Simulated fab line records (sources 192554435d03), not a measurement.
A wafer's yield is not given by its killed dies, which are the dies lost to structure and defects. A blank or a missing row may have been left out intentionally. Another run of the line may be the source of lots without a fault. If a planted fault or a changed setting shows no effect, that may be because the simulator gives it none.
fab line records	flow n5-finfet
[record] lots = 10	wafers = 27	last-day = 19
route steps=1938 shown SD_EPI_N@281 BEOL_M4@1102 BEOL_M5@1115 PASSIVATION@1936
lots that met no fault: from a run of the same line without faults
start-h: hours from the record's first day to the start of the lot's first wafer shown	wait-h: how many hours have passed since the lot's step before this one	" unchanged from the row above	L1.1+2: one row covering several wafers at once	- no value, or no start was given	* or withheld: withheld	< > ~ a bound
route shown NAME@n: a module of which the file shows steps, and the number in the route of the first	usual: the fault-free wafers' mean and standard deviation	same: alike in all rows	chamber/n: place in a boat	sites: per-site readings	_std_site: standard deviation of those values	_edge_site: mean of outer sites minus mean of inner sites	radius-mm: how far each site lies from the wafer's centre	mask NAME#n: copy n	behind: tool/chamber where the wafer was last shaped	hold: why the lot went on hold/how many hours it stayed there/how the hold came to an end	device: the n, p or np transistor that did not switch	end of line: at the end of the route, the tests of the same wafers	for a step that has no rows: nothing shown but its recipe	killed: the dies lost at the first sort to structure and to defects; this is not the yield of the wafer	map: a wafer's dies, x killed, . not, _ none there
set.NAME: the setting the step ran with; set.NAME@STEP: the setting that earlier step ran with	model.NAME: the simulator's own value behind a step, which no gauge read
a sample of lots followed through the steps of the route, with each step as a table and each wafer as a row
services: when a tool's chamber went out of use (start-h, in hours from the record's first day, below 0 if earlier), for how many hours, and the reason
[[steps]]
[step N5_SD_EPI_N_SD_RECESS_17]
[recipe] chemistry = HBr/Cl2/O2	target-depth-a = 410	mask-material = SOC	time-s = 23.7	bt-time-s = 3	pressure-mtorr = 10	icp-w = 800	bias-w = 112	HBr_flow_sccm = 150	Cl2_flow_sccm = 80	O2_flow_sccm = 12
[usual] drypump-motor-current-A = 5.5/0.43	oes-product-au = 1.006/0.019	throttle-valve-pct = 37.1/0.4
lot.wafer	tool	chamber	start-h	wait-h	drypump-motor-current-A	oes-product-au	rf-hours-counter-h	throttle-valve-pct
L484.2	rie-si-02	3	56.37	0.0	5.4	0.990	96	36.8
L484.5	"	2	"	"	4.7	1.020	-	36.9
L484.6	"	1	"	"	5.4	1.005	-	36.4
L485.2	rie-si-02	2	64.30	0.0	4.7	1.032	116	36.9
L485.3	"	0	"	"	5.6	1.010	8	37.3
L485.4	"	0	"	"	5.6	1.011	-	37.2
L486.2	rie-si-02	1	67.56	0.0	5.4	1.005	32	36.4
L486.4	"	2	"	"	4.7	1.030	-	36.9
L486.5	"	0	"	"	5.6	1.007	-	37.2
L488.2	rie-si-02	3	79.56	0.0	5.4	0.990	96	36.8
L488.3	"	0	"	"	5.6	1.009	8	37.2
L488.4	"	2	"	"	4.7	1.024	116	36.9
L489.1	rie-si-03	1	84.73	0.0	6.1	0.971	7	37.2
L489.3	"	0	"	"	5.6	1.031	125	37.2
L489.4	"	2	"	"	5.0	1.017	146	37.8
L490.3	rie-si-02	0	93.82	0.0	5.6	1.010	8	37.2
L490.5	"	0	"	"	5.6	1.010	-	37.3
L490.6	"	3	"	"	5.4	0.995	-	36.8
L496.1	rie-si-02	0	127.13	0.0	5.6	1.000	9	37.2
L496.6	"	0	"	"	5.6	1.003	-	37.2
L497.1	rie-si-02	1	133.90	0.0	5.4	1.002	33	36.4
L497.2	"	0	"	"	5.6	1.002	9	37.3
L497.4	"	3	"	"	5.4	0.991	97	36.8
L498.3	rie-si-02	0	140.46	0.0	5.6	1.000	9	37.3
L498.4	"	3	"	"	5.5	0.987	97	36.8
L504.3	rie-si-03	1	178.33	0.0	6.1	0.958	9	37.2
L504.6	"	3	"	"	6.1	1.027	-	37.5
[step N5_BEOL_M4_ANNEAL_51]
[recipe] temp-c = 225	time-s = 90	ambient = N2
[usual] wafer_temp_C_max = 226.1/0.4
lot.wafer	tool	chamber	start-h	wait-h	wafer_temp_C_max
L484.2	rtp-anneal-01	0	163.92	0.1	226.4
L484.5	"	0	"	"	226.4
L484.6	"	0	"	"	226.4
L485.2	rtp-anneal-01	0	180.81	0.1	226.3
L485.3	"	0	"	"	226.5
L485.4	"	0	"	"	227.1
L486.2	rtp-anneal-02	0	187.81	0.1	225.7
L486.4	"	0	"	"	225.6
L486.5	"	0	"	"	225.5
L488.2	rtp-anneal-01	0	194.37	0.2	226.7
L488.3	"	0	"	"	226.8
L488.4	"	0	"	"	226.6
L489.1	rtp-anneal-01	0	197.27	0.1	226.3
L489.3	"	0	"	"	226.3
L489.4	"	0	"	"	227.3
L490.3	rtp-anneal-01	0	200.92	0.1	226.4
L490.5	"	0	"	"	226.6
L490.6	"	0	"	"	226.2
L496.1	rtp-anneal-02	0	284.40	0.1	225.3
L496.6	"	0	"	"	226.0
L497.1	rtp-anneal-02	0	297.02	0.1	225.7
L497.2	"	0	"	"	225.5
L497.4	"	0	"	"	225.4
L498.3	rtp-anneal-01	0	306.43	0.1	226.1
L498.4	"	0	"	"	227.1
L504.3	rtp-anneal-01	0	326.29	0.1	226.0
L504.6	"	0	"	"	226.2
[step N5_BEOL_M4_DEP_57]
[recipe] material = SiCN	target-thk-a = 80	temp-c = withheld	precursor = 3MS/NH3	pressure-torr = 3	rf-w = 202	time-s = 14
[usual] showerhead-plenum-p-Torr = 3.659/0.013	throttle-valve-pct = 9.1/0.53
lot.wafer	tool	chamber	start-h	wait-h	showerhead-plenum-p-Torr	throttle-valve-pct
L484.2	pecvd-03	0	164.76	0.0	3.675	8.8
L484.5	"	2	"	"	3.627	8.5
L484.6	"	0	"	"	3.660	9.0
L485.2	pecvd-04	1	181.55	0.0	3.662	9.7
L485.3	"	0	"	"	3.675	8.8
L485.4	"	0	"	"	3.670	8.5
L486.2	pecvd-04	0	188.58	0.0	3.678	8.7
L486.4	"	1	"	"	3.669	9.8
L486.5	"	2	"	"	3.646	8.7
L488.2	pecvd-04	1	195.11	0.0	3.650	9.9
L488.3	"	2	"	"	3.661	8.6
L488.4	"	0	"	"	3.669	8.7
L489.1	pecvd-04	2	198.06	0.0	3.651	8.8
L489.3	"	1	"	"	3.664	9.8
L489.4	"	1	"	"	3.657	9.9
L490.3	pecvd-01	1	201.62	0.0	3.682	9.8
L490.5	"	0	"	"	3.663	9.4
L490.6	"	2	"	"	3.657	8.8
L496.1	pecvd-04	2	285.18	0.0	3.654	8.7
L496.6	"	0	"	"	3.663	8.7
L497.1	pecvd-04	0	297.81	0.0	3.677	8.9
L497.2	"	2	"	"	3.652	8.4
L497.4	"	0	"	"	3.667	8.9
L498.3	pecvd-03	2	307.13	0.0	3.643	8.6
L498.4	"	1	"	"	3.634	8.5
L504.3	pecvd-03	2	327.07	0.0	3.648	8.6
L504.6	"	1	"	"	3.632	8.4
[step N5_BEOL_M4_RC_MEAS_101]
[usual] CJ_N = 4.37/0.11	DIBL_N = 36.3/1.7	DIBL_P = 36.5/2.1	IOFF_N = 0.16/0.03	IOFF_N_85C = 3.2/0.49	IOFF_P = 0.22/0.035	ION_N = 675/11	ION_P = 465/7.1	SS_N = 71.5/0.62	SS_P = 73.3/0.64	VT_N = 250/3.1	VT_P = -249.1/3
lot.wafer	tool	chamber	start-h	wait-h	CJ_N	DIBL_N[mV/V]	DIBL_P[mV/V]	IOFF_N[nA/um]	IOFF_N_85C[nA/um]	IOFF_P[nA/um]	ION_N[uA/um]	ION_P[uA/um]	SS_N[mV/dec]	SS_P[mV/dec]	VT_N[mV]	VT_P[mV]
L484.2	prober-01	0	165.05	0.2	4.43	35.2	35.6	0.15	3.0	0.23	683	472	71.4	72.4	249	-244.8
L484.5	"	0	"	"	4.39	37.2	38.1	0.18	3.4	0.28	671	469	71.3	73.8	246	-244.1
L484.6	"	0	"	"	4.29	34.7	35.4	0.14	2.8	0.23	673	473	70.8	72.9	252	-244.3
L485.2	prober-02	0	181.83	0.2	4.35	36.3	36.0	0.15	3.0	0.21	670	464	71.2	72.9	251	-248.5
L485.3	"	0	"	"	4.35	39.2	38.8	0.22	4.1	0.24	679	462	71.9	73.5	245	-249.6
L485.4	"	0	"	"	4.37	34.9	33.5	0.13	2.6	0.16	668	455	70.1	72.4	251	-255.4
L486.2	prober-02	0	188.85	0.2	4.57	37.0	37.1	0.16	3.2	0.24	688	479	71.4	73.4	249	-247.9
L486.4	"	0	"	"	4.61	36.8	36.1	0.14	2.8	0.21	666	465	71.5	73.0	253	-248.5
L486.5	"	0	"	"	4.59	38.2	38.9	0.19	3.6	0.27	689	476	71.7	73.9	247	-246.0
L488.2	prober-01	0	195.39	0.2	4.44	36.4	36.4	0.16	3.1	0.19	669	456	71.9	73.9	251	-253.5
L488.3	"	0	"	"	4.49	33.1	32.5	0.11	2.4	0.16	671	460	71.3	72.4	254	-256.4
L488.4	"	0	"	"	4.42	37.8	39.1	0.21	3.9	0.25	688	472	72.2	74.0	243	-246.4
L489.1	prober-02	0	200.07	0.0	4.38	33.9	33.5	0.11	2.4	0.17	670	470	70.8	73.3	255	-255.4
L489.3	"	0	"	"	4.58	38.6	38.1	0.20	3.8	0.24	680	465	70.9	73.7	249	-248.3
L489.4	"	0	"	"	4.41	34.7	34.7	0.13	2.7	0.20	672	466	69.8	72.4	253	-250.2
L490.3	prober-02	0	202.05	0.3	4.45	35.2	31.7	0.13	2.6	0.17	671	459	71.0	72.1	253	-252.1
L490.5	"	0	"	"	4.46	37.0	34.8	0.16	3.2	0.20	685	467	71.5	72.7	249	-252.0
L490.6	"	0	"	"	4.37	37.0	34.8	0.15	3.0	0.20	662	460	71.9	72.6	251	-250.5
L496.1	prober-02	0	285.30	0.0	4.42	37.0	36.9	0.17	3.3	0.24	680	466	71.7	74.0	248	-245.9
L496.6	"	0	"	"	4.84	44.3	35.5	0.77	11.6	0.22	690	467	83.5	73.4	246	-247.2
L497.1	prober-01	0	297.93	0.0	4.29	33.6	33.2	0.13	2.5	0.18	654	452	71.5	73.0	251	-250.5
L497.2	"	0	"	"	4.37	38.5	38.7	0.22	4.0	0.27	687	469	72.2	73.7	245	-247.3
L497.4	"	0	"	"	4.75	40.8	33.4	0.48	7.8	0.18	672	458	81.7	73.0	250	-251.6
L498.3	prober-02	0	307.56	0.3	4.39	39.1	37.8	0.19	3.5	0.24	671	470	72.9	73.6	247	-247.0
L498.4	"	0	"	"	4.82	43.8	35.2	0.60	9.4	0.20	679	460	82.3	73.2	250	-249.7
L504.3	prober-01	0	327.50	0.3	4.17	36.0	35.6	0.14	2.8	0.19	664	456	71.3	72.3	251	-252.3
L504.6	"	0	"	"	4.19	37.3	36.9	0.16	3.2	0.21	685	462	71.8	73.2	250	-249.8
[step N5_BEOL_M5_PECVD_70]
[recipe] material = SiO2	target-thk-a = 160	temp-c = 400	precursor = TEOS/O2	pressure-torr = 5.5	rf-w = 450	teos-flow-sccm = 53.8	gas = O2	flow-sccm = 3000	time-s = 18
[usual] heater-power-w = 704/67	showerhead-plenum-p-Torr = 8.73/0.065	throttle-valve-pct = 22.0/1
lot.wafer	tool	chamber	start-h	wait-h	heater-power-w	showerhead-plenum-p-Torr	throttle-valve-pct
L484.2	pecvd-04	0	166.47	0.0	624	8.83	21.8
L484.5	"	1	"	"	803	8.72	24.3
L484.6	"	2	"	"	757	8.73	21.6
L485.2	pecvd-04	1	183.26	0.0	718	8.76	24.4
L485.3	"	2	"	"	704	8.73	21.8
L485.4	"	2	"	"	710	8.72	21.4
L486.2	pecvd-03	2	190.54	0.0	665	8.66	21.0
L486.4	"	2	"	"	639	8.68	21.1
L486.5	"	0	"	"	788	8.78	22.5
L488.2	pecvd-02	1	197.28	0.0	744	8.71	22.2
L488.3	"	0	"	"	586	8.79	23.3
L488.4	"	1	"	"	736	8.70	22.2
L489.1	pecvd-02	0	201.65	0.0	602	8.81	23.0
L489.3	"	1	"	"	717	8.67	22.1
L489.4	"	2	"	"	735	8.76	21.4
L490.3	pecvd-02	1	203.31	0.0	778	8.70	22.1
L490.5	"	2	"	"	746	8.76	21.8
L490.6	"	0	"	"	603	8.81	23.1
L496.1	pecvd-03	2	287.36	0.0	602	8.66	21.1
L496.6	"	0	"	"	849	8.78	22.3
L497.1	pecvd-03	0	299.50	0.0	845	8.78	22.6
L497.2	"	2	"	"	716	8.65	21.4
L497.4	"	1	"	"	648	8.65	21.1
L498.3	pecvd-02	1	308.82	0.0	703	8.71	22.3
L498.4	"	1	"	"	712	8.70	22.4
L504.3	pecvd-03	2	328.78	0.1	659	8.66	21.6
L504.6	"	1	"	"	672	8.61	20.8
[step N5_PASSIVATION_PROBE_49]
[usual] defect-limited-yield = 91.2/1.4	killed_at_M0_to_M3 = 36/10	killed_at_M4_up = 13/5.1	killed-at-contacts = 12/5.4	killed-at-front-end = 39/11	killed-at-other = 3.5/2.4	killed-dies = 104/17	killed-on-rim = 14/3.8	killed-open = 67/13	killed-short = 36/8.3	sort_bin_4_leakage = 0/0	sort_bin_5_function = 5.2/0.98	sort_bin_6_memory = 3.3/0.68	sort-n-pass = 1076/17	sort-yield-pct = 91.2/1.4
[same] gross-dies = 1180	killed-at-back-side = 0	sort_bin_8_speed[%] = 0
lot.wafer	tool	chamber	start-h	wait-h	defect-limited-yield[%]	killed_at_M0_to_M3	killed_at_M4_up	killed-at-contacts	killed-at-front-end	killed-at-other	killed-dies	killed-on-rim	killed-open	killed-short	sort_bin_4_leakage[%]	sort_bin_5_function[%]	sort_bin_6_memory[%]	sort-n-pass	sort-yield-pct[%]
L484.2	prober-02	-	251.83	0.1	93.3	29	9	5	34	2	79	9	53	25	0	3.9	2.5	1101	93.3
L484.5	prober-02	-	251.98	0.2	92.5	21	15	1	45	7	89	12	57	31	0	3.9	3.3	1091	92.5
L484.6	prober-02	-	252.03	0.3	92.5	33	6	4	44	2	89	13	54	35	0	4.7	2.6	1091	92.5
L485.2	prober-02	-	271.36	0.1	92.0	34	10	21	26	3	94	14	58	35	0	4.3	3.5	1086	92.0
L485.3	prober-02	-	271.41	0.1	91.8	41	8	8	40	0	97	9	65	31	0	5.0	2.9	1083	91.8
L485.4	prober-02	-	271.46	0.2	92.1	27	17	17	27	5	93	10	66	25	0	5.4	2.2	1087	92.1
L486.2	prober-01	-	278.46	0.1	90.4	41	10	21	41	0	113	20	71	41	0	4.7	4.2	1067	90.4
L486.4	prober-01	-	278.56	0.2	91.4	30	9	19	41	3	102	19	55	47	0	5.8	2.9	1078	91.4
L486.5	prober-01	-	278.61	0.2	89.2	51	9	14	48	5	127	14	85	42	0	5.8	4.6	1053	89.2
L488.2	prober-02	-	280.22	0.1	94.0	28	11	8	21	3	71	9	40	29	0	3.8	1.7	1109	94.0
L488.3	prober-02	-	280.27	0.1	91.9	19	12	13	52	0	96	14	54	39	0	4.5	3.3	1084	91.9
L488.4	prober-02	-	280.32	0.2	91.9	33	5	6	48	3	95	16	56	33	0	4.7	2.6	1085	91.9
L489.1	prober-01	-	283.69	0.0	93.3	34	16	5	22	2	79	13	52	26	0	4.7	1.7	1101	93.3
L489.3	prober-01	-	283.79	0.1	89.4	43	12	6	58	6	125	17	76	49	0	5.7	4.5	1055	89.4
L489.4	prober-01	-	283.84	0.2	92.5	27	12	9	31	10	89	9	49	40	0	4.7	2.7	1091	92.5
L490.3	prober-01	-	287.72	0.1	91.5	22	18	9	48	3	100	11	70	30	0	4.9	3.3	1080	91.5
L490.5	prober-01	-	287.82	0.2	92.0	30	12	6	41	5	94	14	58	36	0	4.6	3.2	1086	92.0
L490.6	prober-01	-	287.87	0.3	90.7	34	13	7	55	1	110	14	64	46	0	5.2	4.0	1070	90.7
L496.1	prober-02	-	410.47	0.9	88.8	46	7	11	64	4	132	18	81	46	0	6.0	4.4	1048	88.8
L496.6	prober-02	-	410.72	1.1	89.8	42	11	17	47	3	120	21	73	46	89.15	6.3	3.5	8	0.7
L497.1	prober-01	-	422.01	0.0	90.8	38	13	10	40	8	109	10	78	30	0	5.2	3.7	1071	90.8
L497.2	prober-01	-	422.06	0.1	90.8	39	19	8	39	3	108	18	63	43	0	5.1	3.8	1072	90.8
L497.4	prober-01	-	422.16	0.2	90.0	37	6	14	57	4	118	11	87	28	43.81	6.1	3.6	545	46.2
L498.3	prober-02	-	428.50	0.1	91.2	41	16	25	22	0	104	17	66	36	0	5.1	3.1	1076	91.2
L498.4	prober-02	-	428.55	0.2	93.9	30	13	8	17	4	72	11	52	19	75.85	3.9	2.2	213	18.1
L504.3	prober-01	-	450.90	0.1	89.9	52	16	11	40	0	119	19	81	38	0	5.8	3.9	1061	89.9
L504.6	prober-01	-	451.05	0.3	92.4	37	7	8	34	4	90	12	55	35	0	4.6	2.8	1090	92.4
// killed by level:class
L484.2 STI_FIN_REVEAL:geometric-particle:open=11 BEOL_M0_SAQP:geometric-particle:short=7 BEOL_M3:geometric-particle:open=7 FIN_SAQP:geometric-particle:short=6 BEOL_M2:geometric-particle:open=6 BEOL_M4:geometric-particle:open=5 STI_FIN_REVEAL:geometric-particle:short=4 MOL_CONTACT_COAG:geometric-particle:open=4
L484.5 BEOL_M4:geometric-particle:open=12 FIN_SAQP:geometric-particle:short=9 STI_FIN_REVEAL:geometric-particle:open=9 FIN_SAQP:geometric-particle:open=6 BEOL_M0_SAQP:geometric-particle:short=5 GATE_CUT:geometric-particle:short=4 BEOL_M0_SAQP:geometric-particle:open=4 BEOL_M2:geometric-particle:open=4
L484.6 FIN_SAQP:geometric-particle:open=14 FIN_SAQP:geometric-particle:short=10 BEOL_M0_SAQP:geometric-particle:short=10 BEOL_M0_SAQP:geometric-particle:open=9 DUMMY_GATE:geometric-particle:open=5 STI_FIN_REVEAL:geometric-particle:open=3 MOL_CONTACT_COAG:geometric-particle:open=3 BEOL_M0:geometric-particle:open=3
L485.2 MOL_CONTACT_COAG:geometric-particle:open=15 BEOL_M3:geometric-particle:open=7 BEOL_M1:geometric-particle:short=7 BEOL_M1:geometric-particle:open=6 FIN_SAQP:geometric-particle:open=5 MOL_CONTACT_COAG:geometric-particle:short=5 BEOL_M2:geometric-particle:open=5 FIN_SAQP:geometric-particle:short=4
L485.3 BEOL_M3:geometric-particle:open=11 MOL_CONTACT_COAG:geometric-particle:open=8 BEOL_M2:geometric-particle:open=8 BEOL_M1:geometric-particle:open=6 ILD0:geometric-particle:open=5 GATE_CUT:geometric-particle:open=5 BEOL_M3:geometric-particle:short=5 BEOL_M4:geometric-particle:open=5
L485.4 BEOL_M4:geometric-particle:open=14 MOL_CONTACT_COAG:geometric-particle:open=13 BEOL_M3:geometric-particle:open=10 BEOL_M0_SAQP:geometric-particle:open=7 FIN_SAQP:geometric-particle:short=6 FIN_SAQP:geometric-particle:open=4 STI_FIN_REVEAL:geometric-particle:open=4 GATE_CUT:geometric-particle:short=4
L486.2 MOL_CONTACT_COAG:geometric-particle:open=18 FIN_SAQP:geometric-particle:short=13 BEOL_M2:geometric-particle:open=12 BEOL_M0_SAQP:geometric-particle:short=9 FIN_SAQP:geometric-particle:open=8 BEOL_M0_SAQP:geometric-particle:open=8 GATE_CUT:geometric-particle:short=5 DUMMY_GATE:geometric-particle:open=4
L486.4 MOL_CONTACT_COAG:geometric-particle:open=16 FIN_SAQP:geometric-particle:short=9 BEOL_M0_SAQP:geometric-particle:short=7 FIN_SAQP:geometric-particle:open=5 BEOL_M0_SAQP:geometric-particle:open=5 BEOL_M3:geometric-particle:short=5 GATE_CUT:geometric-particle:short=4 BEOL_M2:geometric-particle:open=4
L486.5 BEOL_M0_SAQP:geometric-particle:open=16 BEOL_M0_SAQP:geometric-particle:short=11 FIN_SAQP:geometric-particle:open=10 MOL_CONTACT_COAG:geometric-particle:open=10 BEOL_M3:geometric-particle:open=8 BEOL_M2:geometric-particle:open=7 FIN_SAQP:geometric-particle:short=6 STI_FIN_REVEAL:geometric-particle:open=6
L488.2 BEOL_M0_SAQP:geometric-particle:short=8 BEOL_M2:geometric-particle:open=8 MOL_CONTACT_COAG:geometric-particle:open=7 BEOL_M0_SAQP:geometric-particle:open=4 BEOL_M3:geometric-particle:open=4 FIN_SAQP:geometric-particle:short=3 FIN_CUT:geometric-particle:short=3 BEOL_M4:geometric-particle:open=3
L488.3 STI_FIN_REVEAL:geometric-particle:open=9 MOL_CONTACT_COAG:geometric-particle:open=9 FIN_SAQP:geometric-particle:open=7 FIN_SAQP:geometric-particle:short=7 BEOL_M0_SAQP:geometric-particle:open=5 BEOL_M0_SAQP:geometric-particle:short=5 DUMMY_GATE:geometric-particle:open=4 GATE_CUT:geometric-particle:short=4
L488.4 FIN_SAQP:geometric-particle:open=12 STI_FIN_REVEAL:geometric-particle:open=8 BEOL_M0_SAQP:geometric-particle:short=8 BEOL_M0_SAQP:geometric-particle:open=8 BEOL_M3:geometric-particle:open=7 FIN_SAQP:geometric-particle:short=6 MOL_CONTACT_COAG:geometric-particle:open=5 BEOL_M2:geometric-particle:open=5
L489.1 BEOL_M4:geometric-particle:open=12 BEOL_M0_SAQP:geometric-particle:short=10 FIN_SAQP:geometric-particle:open=7 BEOL_M0_SAQP:geometric-particle:open=7 BEOL_M0:geometric-particle:open=5 BEOL_M1:geometric-particle:open=5 MOL_CONTACT_COAG:geometric-particle:open=4 STARTING-WAFER:geometric-particle:open=4
L489.3 FIN_SAQP:geometric-particle:short=17 FIN_SAQP:geometric-particle:open=13 BEOL_M0_SAQP:geometric-particle:short=11 STI_FIN_REVEAL:geometric-particle:open=10 BEOL_M3:geometric-particle:open=9 BEOL_M0_SAQP:geometric-particle:open=9 BEOL_M3:geometric-particle:short=5 PAD_METAL:geometric-particle:open=5
L489.4 STI_FIN_REVEAL:geometric-particle:open=10 BEOL_M0_SAQP:geometric-particle:short=10 MOL_CONTACT_COAG:geometric-particle:open=6 FIN_SAQP:geometric-particle:short=5 GATE_CUT:geometric-particle:short=5 BEOL_M0_SAQP:geometric-particle:open=4 BEOL_M4:geometric-particle:open=4 BEOL_M2:geometric-particle:open=4
L490.3 STI_FIN_REVEAL:geometric-particle:open=13 MOL_CONTACT_COAG:geometric-particle:open=8 DUMMY_GATE:geometric-particle:open=7 BEOL_M1:geometric-particle:open=7 FIN_SAQP:geometric-particle:short=6 GATE_CUT:geometric-particle:short=6 BEOL_M4:geometric-particle:open=6 FIN_SAQP:geometric-particle:open=5
L490.5 STI_FIN_REVEAL:geometric-particle:open=13 FIN_SAQP:geometric-particle:short=8 BEOL_M1:geometric-particle:open=8 BEOL_M0_SAQP:geometric-particle:short=6 BEOL_M5:geometric-particle:open=5 GATE_CUT:geometric-particle:open=5 MOL_CONTACT_COAG:geometric-particle:open=5 BEOL_M0_SAQP:geometric-particle:open=4
L490.6 STI_FIN_REVEAL:geometric-particle:open=15 FIN_SAQP:geometric-particle:short=14 BEOL_M0_SAQP:geometric-particle:short=9 BEOL_M0_SAQP:geometric-particle:open=9 FIN_SAQP:geometric-particle:open=8 STI_FIN_REVEAL:geometric-particle:short=8 MOL_CONTACT_COAG:geometric-particle:open=6 BEOL_M4:geometric-particle:open=5
L496.1 STI_FIN_REVEAL:geometric-particle:open=12 BEOL_M0_SAQP:geometric-particle:open=11 FIN_SAQP:geometric-particle:open=10 FIN_SAQP:geometric-particle:short=9 MOL_CONTACT_COAG:geometric-particle:open=9 BEOL_M0_SAQP:geometric-particle:short=7 DUMMY_GATE:geometric-particle:open=6 STI_FIN_REVEAL:geometric-particle:short=5
L496.6 BEOL_M0_SAQP:geometric-particle:short=16 BEOL_M0_SAQP:geometric-particle:open=13 MOL_CONTACT_COAG:geometric-particle:open=11 STI_FIN_REVEAL:geometric-particle:open=10 DUMMY_GATE:geometric-particle:open=7 BEOL_M3:geometric-particle:open=7 MOL_CONTACT_COAG:geometric-particle:short=6 FIN_SAQP:geometric-particle:open=5
L497.1 STI_FIN_REVEAL:geometric-particle:open=14 BEOL_M0_SAQP:geometric-particle:open=11 MOL_CONTACT_COAG:geometric-particle:open=8 BEOL_M2:geometric-particle:open=8 BEOL_M3:geometric-particle:open=8 BEOL_M0_SAQP:geometric-particle:short=7 BEOL_M4:geometric-particle:open=6 GATE_CUT:geometric-particle:short=5
L497.2 BEOL_M0_SAQP:geometric-particle:short=16 STI_FIN_REVEAL:geometric-particle:open=12 BEOL_M0_SAQP:geometric-particle:open=10 FIN_SAQP:geometric-particle:open=8 BEOL_M4:geometric-particle:short=7 MOL_CONTACT_COAG:geometric-particle:open=6 BEOL_M4:geometric-particle:open=5 DUMMY_GATE:geometric-particle:open=4
L497.4 FIN_SAQP:geometric-particle:open=23 STI_FIN_REVEAL:geometric-particle:open=13 MOL_CONTACT_COAG:geometric-particle:open=11 BEOL_M0_SAQP:geometric-particle:open=9 BEOL_M3:geometric-particle:open=7 BEOL_M1:geometric-particle:open=6 BEOL_M0_SAQP:geometric-particle:short=6 FIN_SAQP:geometric-particle:short=4
L498.3 MOL_CONTACT_COAG:geometric-particle:open=19 BEOL_M0_SAQP:geometric-particle:open=16 BEOL_M0_SAQP:geometric-particle:short=12 MOL_CONTACT_COAG:geometric-particle:short=5 BEOL_M4:geometric-particle:open=5 STARTING-WAFER:geometric-particle:short=4 FIN_SAQP:geometric-particle:short=3 DUMMY_GATE:geometric-particle:open=3
L498.4 BEOL_M0_SAQP:geometric-particle:open=11 BEOL_M0_SAQP:geometric-particle:short=9 MOL_CONTACT_COAG:geometric-particle:open=5 BEOL_M3:geometric-particle:open=5 STI_FIN_REVEAL:geometric-particle:open=4 BEOL_M4:geometric-particle:open=4 FIN_SAQP:geometric-particle:open=3 MOL_CONTACT_COAG:geometric-particle:short=3
L504.3 FIN_SAQP:geometric-particle:open=15 BEOL_M0_SAQP:geometric-particle:short=14 BEOL_M0_SAQP:geometric-particle:open=14 BEOL_M2:geometric-particle:open=10 DUMMY_GATE:geometric-particle:open=9 MOL_CONTACT_COAG:geometric-particle:open=9 BEOL_M4:geometric-particle:open=6 BEOL_M1:geometric-particle:open=4
L504.6 BEOL_M1:geometric-particle:open=10 FIN_SAQP:geometric-particle:open=9 GATE_CUT:geometric-particle:short=8 BEOL_M0_SAQP:geometric-particle:open=8 FIN_SAQP:geometric-particle:short=5 BEOL_M0_SAQP:geometric-particle:short=5 BEOL_M3:geometric-particle:open=5 BEOL_M4:geometric-particle:open=5
[[services]]
tool	chamber	start-h	hours	kind
pecvd-03	2	33.84	2.1	scheduled-down
rie-si-02	2	44.21	5.7	repair
pecvd-04	1	57.91	3.4	repair
rie-si-02	3	59.62	9.9	repair
rie-si-03	1	68.67	5.6	repair
pecvd-01	-	72.56	2.8	pm
pecvd-03	-	94.21	0.4	repair
pecvd-03	-	106.03	1.7	repair
rie-si-03	2	106.89	9.9	repair
pecvd-02	0	130.10	2.1	scheduled-down
pecvd-04	0	139.33	2.1	scheduled-down
pecvd-02	1	144.56	2.1	scheduled-down
pecvd-03	1	159.99	5.5	scheduled-down
pecvd-03	0	216.13	2.1	scheduled-down
pecvd-02	1	244.20	30.8	repair
pecvd-04	2	254.70	2.1	scheduled-down
pecvd-03	2	275.27	8.4	repair
pecvd-03	2	287.88	5.5	scheduled-down
pecvd-04	-	289.65	1.4	repair
pecvd-01	-	295.24	5.5	pm
rie-si-02	3	309.44	1.6	repair
rie-si-02	-	313.12	1.3	repair
pecvd-03	0	315.61	23.5	repair
rie-si-02	-	324.25	2.8	pm
[[key]]
[first-sign] step = N5_BEOL_M4_RC_MEAS_101	reading = SS_N	direction = up	sigmas = 18	usual = 71.5	struck = 82.5
[effect] step = N5_BEOL_M4_RC_MEAS_101	reading = IOFF_N	direction = up	sigmas = 15	usual = 0.16	struck = 0.62
[effect] step = N5_BEOL_M4_RC_MEAS_101	reading = IOFF_N_85C	direction = up	sigmas = 13	usual = 3.2	struck = 9.6
[effect] step = N5_BEOL_M4_RC_MEAS_101	reading = CJ_N	direction = up	sigmas = 4	usual = 4.37	struck = 4.80
[effect] step = N5_BEOL_M4_RC_MEAS_101	reading = DIBL_N	direction = up	sigmas = 3.9	usual = 36.3	struck = 42.9
[effect] step = N5_PASSIVATION_PROBE_49	reading = sort_bin_4_leakage	direction = up	sigmas = 99+	usual = 0	struck = 69.60
met-at N5_SD_EPI_N_SD_RECESS_17
struck-lots L496,L497,L498
struck-wafers L496.6,L497.4,L498.4
not-acting-at N5_BEOL_M4_ANNEAL_51,N5_BEOL_M4_DEP_57,N5_BEOL_M5_PECVD_70
onset-between 93.82 127.13
[fault] kind = process-parameter-drift	tool = rie-si-02	chamber = -	onset-h = 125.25	steps = N5_SD_EPI_N_SD_RECESS_17	channel = time-s	offset = *	shape = step	end-h = 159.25	scope = struck-wafers-only	acts-in = *	stated = *
